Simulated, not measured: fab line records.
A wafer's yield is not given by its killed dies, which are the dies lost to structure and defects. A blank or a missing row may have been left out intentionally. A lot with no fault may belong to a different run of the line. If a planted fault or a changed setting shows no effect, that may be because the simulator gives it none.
fab line records | flow nand-harc
record lots=12 | wafers=36 | last-day=25
route steps=1159 shown A_CONTACT@880 THIN_TSV@1118 END@1159
lots untouched by any fault: they come from a run of this same line in which no faults occurred
start-h: the number of hours between the record's first day and the start of the first shown wafer of the lot | wait-h: how many hours have passed since the lot's step before this one | " unchanged from the row above | L1.1+2: several wafers, shown together as one row | - no value, or no start was given | * or withheld: withheld | < > ~ a bound
route shown NAME@n: a module of which the file shows steps, and the number in the route of the first | usual: mean/standard deviation taken from wafers without a fault | same: alike in all rows | chamber/n: place in a boat | sites: the reading at each site | _std_site: the values' standard deviation | _edge_site: mean of outer sites minus mean of inner sites | radius-mm: how far each site lies from the wafer's centre | mask NAME#n: copy n | behind: the tool/chamber that last shaped the wafer | hold: what put the lot on hold/how long, in hours/how the hold closed | device: the transistor (n, p or np) that didn't switch | end of line: tests run on the same wafers once the route is complete | for a step that has no rows: nothing shown but its recipe | killed: not the wafer's yield, but the dies lost to structure and defects at the first sort | map: the dies of a wafer, with x for killed, . for not killed, _ for no die there
set.NAME: setting as actually run; set.NAME@STEP: the setting as run at that earlier step | model.NAME: the simulator's own value behind a step, which no gauge read
route steps across a sampled set of lots; one table per step, one row per wafer
services: when a tool's chamber went out of use (start-h, in hours from the record's first day, below 0 if earlier), for how many hours, and the reason
## steps
# step NHARC_A_CONTACT_STRIP_101
# recipe o2-flow-sccm=400 | cos-flow-sccm=20 | ar-flow-sccm=0 | bias-w=0 | chemistry=O2/COS
lot.wafer  | tool        | chamber | start-h | wait-h
L361.1+4+6 | rie-diel-04 | 2,0,3   | 374.88  | 0.1
L363.4+5+6 | rie-diel-04 | 2,3,0   | 387.25  | 0.1
L364.4+1+3 | rie-diel-02 | 3,1,2   | 395.27  | 0.1
L366.3+1+4 | rie-diel-04 | 2,0,0   | 413.07  | 0.1
L368.1+2+4 | rie-diel-07 | 2,0,1   | 424.75  | 0.1
L370.4+5+6 | rie-diel-04 | 2,0,1   | 429.19  | 0.1
L371.1+4+5 | rie-diel-04 | 1,3,0   | 431.44  | 0.1
L372.3+1+5 | rie-diel-04 | 0,2,3   | 440.42  | 0.1
L374.1+3+5 | rie-diel-04 | 3,0,0   | 442.84  | 0.1
L377.4+6+5 | rie-diel-02 | 3,3,0   | 487.07  | 0.1
L380.4+2+5 | rie-diel-02 | 2,0,3   | 497.60  | 0.0
L383.4+3+6 | rie-diel-04 | 3,2,3   | 515.82  | 0.1
# step NHARC_THIN_TSV_DESCUM_14
# recipe time-s=3 | o2-flow-sccm=200 | ar-flow-sccm=0 | bias-power-w=0 | chemistry=O2
# usual drypump-motor-current-A=5.7/0.57 | o2-flow-sccm=200.0/0.55 | oes-product-au=1.002/0.013 | rf-vpp-V=57.8/0.94 | showerhead-plenum-p-Torr=1.92/0.064 | throttle-valve-pct=11.312/0.0088
# same bias-power-w=0
lot.wafer | tool        | chamber | start-h | wait-h | drypump-motor-current-A | o2-flow-sccm | oes-product-au | rf-hours-counter-h | rf-vpp-V | showerhead-plenum-p-Torr | throttle-valve-pct
L361.1    | rie-diel-08 | 2       | 433.68  | -      | 5.7                     | 200.4        | 1.007          | 9                  | 58.2     | 1.92                     | 11.321
L361.4    | "           | 0       | "       | "      | 6.0                     | 199.0        | 0.992          | 8                  | 58.6     | 1.99                     | 11.308
L361.6    | "           | 2       | "       | "      | 5.7                     | 201.2        | 1.006          | -                  | 58.3     | 1.92                     | 11.328
L363.4    | rie-diel-08 | 3       | 437.17  | -      | 6.0                     | 199.8        | 0.987          | 9                  | 58.5     | 1.90                     | 11.307
L363.5    | "           | 1       | "       | "      | 5.3                     | 199.7        | 0.995          | -                  | 58.0     | 1.80                     | 11.312
L363.6    | "           | 2       | "       | "      | 5.7                     | 200.1        | 1.000          | -                  | 57.5     | 1.92                     | 11.318
L364.1    | rie-diel-10 | 2       | 453.56  | -      | 6.7                     | 200.0        | 1.001          | 8                  | 58.0     | 1.96                     | 11.319
L364.3    | "           | 3       | "       | "      | 5.9                     | 199.9        | 1.003          | 7                  | 58.6     | 1.96                     | 11.293
L364.4    | "           | 0       | "       | "      | 6.0                     | 200.8        | 1.008          | 7                  | 56.7     | 1.87                     | 11.315
L366.4    | rie-diel-08 | 2       | 463.43  | -      | 5.7                     | 199.9        | 1.010          | 12                 | 57.4     | 1.92                     | 11.325
L366.1    | "           | 3       | "       | "      | 6.0                     | 200.3        | 0.989          | 10                 | 58.6     | 1.89                     | 11.295
L366.3    | "           | 0       | "       | "      | 6.0                     | 200.8        | 1.007          | 11                 | 58.1     | 1.99                     | 11.316
L368.2    | rie-diel-10 | 0       | 479.72  | -      | 6.0                     | 199.0        | 1.008          | 10                 | 55.9     | 1.87                     | 11.304
L368.4    | "           | 1       | "       | "      | 4.7                     | 200.0        | 0.978          | 10                 | 58.2     | 1.98                     | 11.329
L368.1    | "           | 2       | "       | "      | 6.7                     | 199.4        | 0.988          | 10                 | 57.3     | 1.96                     | 11.314
L370.5    | rie-diel-09 | 2       | 482.15  | -      | 5.9                     | 200.4        | 1.009          | -                  | 57.5     | 1.78                     | 11.315
L370.6    | "           | 3       | "       | "      | 4.9                     | 200.0        | 1.013          | -                  | 58.3     | 1.91                     | 11.309
L370.4    | "           | 1       | "       | "      | 5.9                     | 200.5        | 1.008          | -                  | 58.4     | 1.93                     | 11.308
L371.1    | rie-diel-09 | 0       | 491.33  | -      | 5.4                     | 199.0        | 1.031          | 4                  | 57.0     | 1.99                     | 11.315
L371.4    | "           | 3       | "       | "      | 4.9                     | 199.5        | 1.010          | 7                  | 57.8     | 1.91                     | 11.317
L371.5    | "           | 1       | "       | "      | 5.9                     | 200.3        | 1.005          | -                  | 57.0     | 1.93                     | 11.306
L372.1    | rie-diel-10 | 2       | 492.52  | -      | 6.7                     | 200.1        | 0.998          | 11                 | 58.7     | 1.96                     | 11.312
L372.3    | "           | 0       | "       | "      | 5.9                     | 199.7        | 1.014          | 10                 | 58.5     | 1.87                     | 11.303
L372.5    | "           | 3       | "       | "      | 5.9                     | 199.5        | 1.009          | -                  | 58.6     | 1.96                     | 11.311
L374.1    | rie-diel-08 | 3       | 493.62  | -      | 6.0                     | 200.2        | 0.991          | 1                  | 57.7     | 1.89                     | 11.298
L374.3    | "           | 1       | "       | "      | 5.3                     | 200.2        | 0.993          | 0                  | 58.1     | 1.80                     | 11.312
L374.5    | "           | 0       | "       | "      | 5.9                     | 199.4        | 1.014          | -                  | 58.1     | 1.99                     | 11.309
L377.4    | rie-diel-10 | 0       | 539.88  | -      | 5.9                     | 200.9        | 1.001          | -                  | 58.6     | 1.87                     | 11.304
L377.6    | "           | 1       | "       | "      | 4.7                     | 200.7        | 1.014          | -                  | 57.3     | 1.98                     | 11.299
L377.5    | "           | 2       | "       | "      | 6.7                     | 200.3        | 1.010          | -                  | 57.0     | 1.95                     | 11.317
L380.2    | rie-diel-10 | 1       | 550.11  | -      | 4.7                     | 200.2        | 1.014          | 1                  | 57.6     | 1.98                     | 11.316
L380.4    | "           | 2       | "       | "      | 6.7                     | 199.0        | 0.999          | -                  | 58.4     | 1.96                     | 11.300
L380.5    | "           | 0       | "       | "      | 6.0                     | 200.9        | 1.007          | -                  | 57.3     | 1.87                     | 11.310
L383.4    | rie-diel-10 | 2       | 568.07  | -      | 6.7                     | 200.5        | 1.005          | 3                  | 58.3     | 1.95                     | 11.316
L383.3    | "           | 1       | "       | "      | 4.7                     | 201.1        | 1.016          | 3                  | 59.9     | 1.97                     | 11.302
L383.6    | "           | 2       | "       | "      | 6.7                     | 199.2        | 0.995          | -                  | 55.8     | 1.95                     | 11.318
# step NHARC_THIN_TSV_ETCH_44
# recipe target-depth-a=15942 | time-s=797.1 | cf4-flow-sccm=150 | o2-flow-sccm=10 | ar-flow-sccm=0 | rf-w=300 | bias-w=800 | chemistry=CF4/O2
# usual cf4-flow-sccm=150.0/0.47 | drypump-motor-current-A=5.7/0.59 | o2-flow-sccm=10.000/0.03 | oes-product-au=1.001/0.013 | rf-vpp-V=794/3.9 | showerhead-plenum-p-Torr=1.83/0.06 | throttle-valve-pct=16.916/0.0094
lot.wafer | tool        | chamber | start-h | wait-h | cf4-flow-sccm | drypump-motor-current-A | o2-flow-sccm | oes-product-au | rf-hours-counter-h | rf-vpp-V | showerhead-plenum-p-Torr | throttle-valve-pct
L361.4    | rie-diel-08 | 2       | 433.82  | 0.1    | 150.4         | 5.7                     | 10.025       | 1.000          | 9                  | 794      | 1.83                     | 16.917
L361.1    | "           | 3       | "       | "      | 150.0         | 6.0                     | 10.013       | 0.993          | 8                  | 794      | 1.82                     | 16.931
L361.6    | "           | 2       | "       | "      | 149.9         | 5.7                     | 9.993        | 1.007          | -                  | 794      | 1.83                     | 16.910
L363.4    | rie-diel-08 | 0       | 437.41  | 0.2    | 149.9         | 6.0                     | 10.009       | 0.993          | 9                  | 798      | 1.90                     | 16.909
L363.5    | "           | 1       | "       | "      | 149.5         | 5.3                     | 9.969        | 1.005          | -                  | 787      | 1.73                     | 16.908
L363.6    | "           | 2       | "       | "      | 149.2         | 5.7                     | 10.038       | 1.001          | -                  | 793      | 1.83                     | 16.911
L364.3    | rie-diel-10 | 1       | 453.64  | 0.1    | 150.3         | 4.7                     | 9.995        | 0.974          | 8                  | 796      | 1.89                     | 16.919
L364.4    | "           | 3       | "       | "      | 150.4         | 5.9                     | 9.961        | 0.998          | 7                  | 798      | 1.88                     | 16.914
L364.1    | "           | 0       | "       | "      | 149.9         | 6.0                     | 9.994        | 1.019          | 7                  | 793      | 1.80                     | 16.907
L366.3    | rie-diel-08 | 1       | 463.52  | 0.1    | 150.3         | 5.3                     | 9.974        | 0.987          | 12                 | 788      | 1.73                     | 16.907
L366.1    | "           | 2       | "       | "      | 149.4         | 5.7                     | 9.981        | 1.006          | 12                 | 794      | 1.83                     | 16.912
L366.4    | "           | 0       | "       | "      | 150.1         | 6.0                     | 10.002       | 0.996          | 11                 | 798      | 1.90                     | 16.939
L368.2    | rie-diel-10 | 1       | 479.80  | 0.1    | 149.5         | 4.7                     | 9.977        | 0.969          | 11                 | 798      | 1.89                     | 16.926
L368.1    | "           | 2       | "       | "      | 150.2         | 6.7                     | 10.032       | 0.999          | 10                 | 797      | 1.87                     | 16.915
L368.4    | "           | 0       | "       | "      | 150.3         | 5.9                     | 10.000       | 1.012          | 10                 | 791      | 1.80                     | 16.900
L370.5    | rie-diel-09 | 1       | 482.45  | 0.3    | 149.6         | 5.9                     | 10.016       | 1.001          | -                  | 794      | 1.85                     | 16.932
L370.6    | "           | 2       | "       | "      | 150.7         | 5.9                     | 10.038       | 1.018          | -                  | 787      | 1.72                     | 16.927
L370.4    | "           | 3       | "       | "      | 150.2         | 4.9                     | 10.005       | 1.018          | -                  | 793      | 1.83                     | 16.926
L371.4    | rie-diel-09 | 2       | 491.48  | 0.1    | 150.2         | 5.9                     | 10.079       | 1.014          | 7                  | 787      | 1.72                     | 16.907
L371.1    | "           | 3       | "       | "      | 149.9         | 4.9                     | 10.040       | 1.011          | 7                  | 796      | 1.83                     | 16.911
L371.5    | "           | 2       | "       | "      | 150.1         | 5.9                     | 10.021       | 1.013          | -                  | 787      | 1.72                     | 16.922
L372.1    | rie-diel-10 | 2       | 492.66  | 0.1    | 150.6         | 6.7                     | 10.022       | 0.986          | 11                 | 796      | 1.87                     | 16.920
L372.3    | "           | 3       | "       | "      | 150.8         | 5.9                     | 9.979        | 1.003          | 10                 | 798      | 1.88                     | 16.920
L372.5    | "           | 2       | "       | "      | 150.0         | 6.7                     | 10.010       | 0.993          | -                  | 796      | 1.87                     | 16.903
L374.1    | rie-diel-08 | 1       | 493.76  | 0.1    | 150.2         | 5.3                     | 10.008       | 0.992          | 0                  | 788      | 1.73                     | 16.919
L374.3    | "           | 3       | "       | "      | 149.5         | 6.0                     | 9.981        | 0.978          | 1                  | 793      | 1.82                     | 16.905
L374.5    | "           | 1       | "       | "      | 150.3         | 5.3                     | 10.035       | 0.997          | -                  | 788      | 1.73                     | 16.905
L377.4    | rie-diel-10 | 2       | 540.18  | 0.3    | 150.0         | 6.7                     | 10.018       | 1.014          | -                  | 796      | 1.87                     | 16.920
L377.5    | "           | 0       | "       | "      | 150.4         | 6.0                     | 10.004       | 1.001          | -                  | 793      | 1.80                     | 16.913
L377.6    | "           | 1       | "       | "      | 149.9         | 4.7                     | 10.000       | 1.003          | -                  | 799      | 1.89                     | 16.922
L380.2    | rie-diel-10 | 1       | 550.21  | 0.1    | 150.3         | 4.7                     | 10.000       | 1.018          | 1                  | 799      | 1.89                     | 16.919
L380.5    | "           | 1       | "       | "      | 150.4         | 4.7                     | 9.983        | 1.012          | -                  | 799      | 1.89                     | 16.917
L380.4    | "           | 0       | "       | "      | 150.4         | 5.9                     | 9.991        | 0.993          | -                  | 792      | 1.79                     | 16.900
L383.4    | rie-diel-10 | 2       | 568.22  | 0.1    | 149.7         | 6.7                     | 10.015       | 1.003          | 3                  | 797      | 1.87                     | 16.914
L383.3    | "           | 3       | "       | "      | 150.1         | 5.9                     | 9.952        | 0.976          | 0                  | 798      | 1.88                     | 16.924
L383.6    | "           | 2       | "       | "      | 150.1         | 6.7                     | 9.996        | 1.000          | -                  | 794      | 1.87                     | 16.930
# step NHARC_THIN_TSV_CD_MEAS_16
# usual cd-nm=999.1/2.8
lot.wafer | tool      | chamber | start-h | wait-h | cd-nm
L361.1    | cd-sem-02 | -       | 434.48  | 0.1    | 997.8
L361.4    | "         | -       | "       | "      | 1000.6
L361.6    | "         | -       | "       | "      | 1000.7
L363.4    | cd-sem-01 | -       | 437.96  | 0.1    | 997.4
L363.5    | "         | -       | "       | "      | 998.8
L363.6    | "         | -       | "       | "      | 999.1
L364.1    | cd-sem-01 | -       | 454.35  | 0.1    | 997.8
L364.3    | "         | -       | "       | "      | 1000.0
L364.4    | "         | -       | "       | "      | 998.9
L366.1    | cd-sem-01 | -       | 464.25  | 0.1    | 1001.1
L366.3    | "         | -       | "       | "      | 1003.0
L366.4    | "         | -       | "       | "      | 1000.5
L368.1    | cd-sem-01 | -       | 480.53  | 0.1    | 999.7
L368.2    | "         | -       | "       | "      | 996.1
L368.4    | "         | -       | "       | "      | 999.0
L370.4    | cd-sem-03 | -       | 483.07  | 0.1    | 994.8
L370.5    | "         | -       | "       | "      | 994.2
L370.6    | "         | -       | "       | "      | 995.5
L371.1    | cd-sem-02 | -       | 492.15  | 0.1    | 997.9
L371.4    | "         | -       | "       | "      | 996.1
L371.5    | "         | -       | "       | "      | 1000.6
L372.1    | cd-sem-02 | -       | 493.32  | 0.1    | 1001.3
L372.3    | "         | -       | "       | "      | 998.7
L372.5    | "         | -       | "       | "      | 1003.9
L374.1    | cd-sem-03 | -       | 494.42  | 0.1    | 995.6
L374.3    | "         | -       | "       | "      | 1001.6
L374.5    | "         | -       | "       | "      | 997.5
L377.4    | cd-sem-02 | -       | 540.79  | 0.1    | 1001.2
L377.5    | "         | -       | "       | "      | 1002.8
L377.6    | "         | -       | "       | "      | 1003.2
L380.2    | cd-sem-02 | -       | 551.03  | 0.1    | 996.1
L380.4    | "         | -       | "       | "      | 997.8
L380.5    | "         | -       | "       | "      | 1001.2
L383.3    | cd-sem-02 | -       | 568.88  | 0.1    | 997.4
L383.4    | "         | -       | "       | "      | 994.7
L383.6    | "         | -       | "       | "      | 996.6
# step NHARC_END_SORT_01
# recipe temp-c=25
# usual killed-at-array=28/11 | killed-at-other=0.8/1.1 | killed-at-periphery=3.3/2.8 | killed-dies=32/11 | killed-open=3.3/1.9 | killed-short=1.9/1.4
# same gross-dies=677
lot.wafer | tool      | chamber | start-h | wait-h | killed-at-array | killed-at-other | killed-at-periphery | killed-dies | killed-open | killed-short
L374.1    | prober-02 | 0       | 506.00  | 2.5    | 108             | 3               | 5                   | 116         | 1           | 3
L374.3    | prober-02 | 0       | 507.63  | 3.1    | 145             | 5               | 3                   | 153         | 2           | 0
L374.5    | prober-02 | 0       | 509.25  | 3.8    | 144             | 4               | 1                   | 149         | 0           | 3
L371.1    | prober-01 | 0       | 510.22  | 2.5    | 100             | 1               | 2                   | 103         | 5           | 3
L371.4    | prober-01 | 0       | 512.60  | 3.4    | 99              | 0               | 0                   | 99          | 2           | 7
L371.5    | prober-01 | 0       | 513.39  | 3.7    | 129             | 0               | 3                   | 132         | 4           | 1
L372.1    | prober-02 | 0       | 513.88  | 2.5    | 109             | 1               | 6                   | 116         | 8           | 3
L372.3    | prober-02 | 0       | 515.46  | 3.1    | 134             | 2               | 7                   | 143         | 5           | 2
L372.5    | prober-02 | 0       | 517.04  | 3.7    | 99              | 0               | 5                   | 104         | 3           | 1
# killed by level:class
L374.1 A_CONTACT:unspecified=74 A_CHANNEL_HOLE_D1:chamber-film-flake=20 A_CONTACT:chamber-film-flake=5 THIN_TSV:chamber-film-flake=3 P_M1:chamber-film-flake=2 A_SLIT:chamber-film-flake=2 P_M0:geometric-particle:open=1 A_CONTACT:geometric-particle:short=1
L374.3 A_CONTACT:unspecified=111 A_CHANNEL_HOLE_D1:chamber-film-flake=20 A_STAIRCASE:chamber-film-flake=6 A_CONTACT:chamber-film-flake=6 THIN_TSV:chamber-film-flake=5 P_CONTACT:geometric-particle:open=1 P_M0:geometric-particle:open=1 P_M0:chamber-film-flake=1
L374.5 A_CONTACT:unspecified=106 A_CHANNEL_HOLE_D1:chamber-film-flake=21 A_CONTACT:chamber-film-flake=7 A_STAIRCASE:chamber-film-flake=6 THIN_TSV:chamber-film-flake=4 A_WL_FILL:geometric-particle:short=1 A_M0:geometric-particle:short=1 A_M1:geometric-particle:short=1
L371.1 A_CONTACT:unspecified=75 A_SLIT:chamber-film-flake=9 A_STAIRCASE:chamber-film-flake=4 A_WL_FILL:chamber-film-flake=4 P_CONTACT:geometric-particle:open=2 A_CHANNEL_FILL_D1:geometric-particle:short=2 A_CONTACT:geometric-particle:open=2 A_CONTACT:chamber-film-flake=2
L371.4 A_CONTACT:unspecified=69 A_SLIT:chamber-film-flake=10 A_ONON_D1:geometric-particle:short=4 A_CHANNEL_HOLE_D1:chamber-film-flake=3 A_SGD_CUT:chamber-film-flake=3 A_WL_FILL:chamber-film-flake=3 A_WL_FILL:geometric-particle:short=2 A_CHANNEL_FILL_D1:geometric-particle:open=1
L371.5 A_CONTACT:unspecified=101 A_SLIT:chamber-film-flake=15 A_STAIRCASE:chamber-film-flake=4 A_CHANNEL_HOLE_D1:chamber-film-flake=3 P_M0:geometric-particle:open=2 A_WL_FILL:chamber-film-flake=2 P_CONTACT:geometric-particle:open=1 A_CHANNEL_FILL_D1:geometric-particle:short=1
L372.1 A_CONTACT:unspecified=74 A_SLIT:chamber-film-flake=11 A_CHANNEL_HOLE_D1:chamber-film-flake=5 A_STAIRCASE:chamber-film-flake=4 A_BLC:chamber-film-flake=4 A_CONTACT:chamber-film-flake=3 A_SOURCE_PLATE:geometric-particle:open=2 A_BLC:geometric-particle:open=2
L372.3 A_CONTACT:unspecified=105 A_SLIT:chamber-film-flake=17 A_STAIRCASE:chamber-film-flake=4 A_BLC:chamber-film-flake=3 P_CONTACT:geometric-particle:open=2 P_STI:chamber-film-flake=2 THIN_TSV:chamber-film-flake=2 P_M0:geometric-particle:open=1
L372.5 A_CONTACT:unspecified=75 A_SLIT:chamber-film-flake=10 A_CHANNEL_HOLE_D1:chamber-film-flake=5 A_STAIRCASE:chamber-film-flake=5 P_STI:chamber-film-flake=3 P_CONTACT:geometric-particle:short=1 P_CONTACT:geometric-particle:open=1 A_CHANNEL_FILL_D1:geometric-particle:open=1
## services
tool        | chamber | start-h | hours | kind
rie-diel-10 | -       | 353.50  | 9.0   | pm
rie-diel-10 | 0       | 353.50  | 9.0   | vent-cycle
rie-diel-10 | 1       | 353.50  | 9.0   | vent-cycle
rie-diel-10 | 2       | 353.50  | 9.0   | vent-cycle
rie-diel-10 | 3       | 353.50  | 9.0   | vent-cycle
rie-diel-10 | 0       | 362.50  | -     | clean
rie-diel-08 | 3       | 364.42  | 8.7   | repair
rie-diel-08 | -       | 366.91  | 0.2   | repair
rie-diel-10 | 1       | 397.67  | 4.3   | repair
rie-diel-04 | 3       | 404.91  | 21.6  | repair
rie-diel-07 | -       | 405.20  | 9.0   | pm
rie-diel-09 | -       | 431.10  | 9.0   | pm
rie-diel-04 | 0       | 448.06  | 6.4   | repair
rie-diel-09 | 0       | 448.41  | 9.2   | repair
rie-diel-04 | -       | 466.28  | 9.0   | pm
rie-diel-10 | 2       | 474.82  | 2.4   | repair
rie-diel-09 | 0       | 476.79  | 9.7   | repair
rie-diel-08 | -       | 478.80  | 9.0   | pm
rie-diel-04 | 2       | 483.06  | 4.3   | repair
rie-diel-02 | -       | 505.01  | 9.0   | pm
rie-diel-10 | -       | 530.50  | 9.0   | pm
rie-diel-04 | 1       | 550.50  | 8.3   | repair
rie-diel-07 | -       | 556.66  | 1.3   | repair
rie-diel-09 | 3       | 564.04  | 13.7  | repair
## key
first-sign step=NHARC_END_SORT_01 | reading=killed-at-array | direction=up | sigmas=8.3 | usual=28 | struck=119
effect step=NHARC_END_SORT_01 | reading=killed-dies | direction=up | sigmas=8.1 | usual=32 | struck=124
more-kills-born-at NHARC_A_CONTACT_STRIP_101@rie-diel-04=789
met-at NHARC_A_CONTACT_STRIP_101
struck-lots L371,L372,L374
tester-left-out L371,L372,L374
not-acting-at NHARC_THIN_TSV_DESCUM_14,NHARC_THIN_TSV_ETCH_44,NHARC_THIN_TSV_CD_MEAS_16
onset-between 429.19 431.44
fault kind=chamber-particle-source | tool=rie-diel-04 | chamber=- | onset-h=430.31 | steps=NHARC_A_CONTACT_STRIP_101 | rate-per-visit-cm2=1.9339 | end-h=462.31
# tester-left-out: of these lots the tester's yield and bins aren't shown, on N5 and GAA mostly nor the transistor test; their killed dies are dies lost to structure and defects alone, not to doping, threshold or leakage, so they don't give the yield
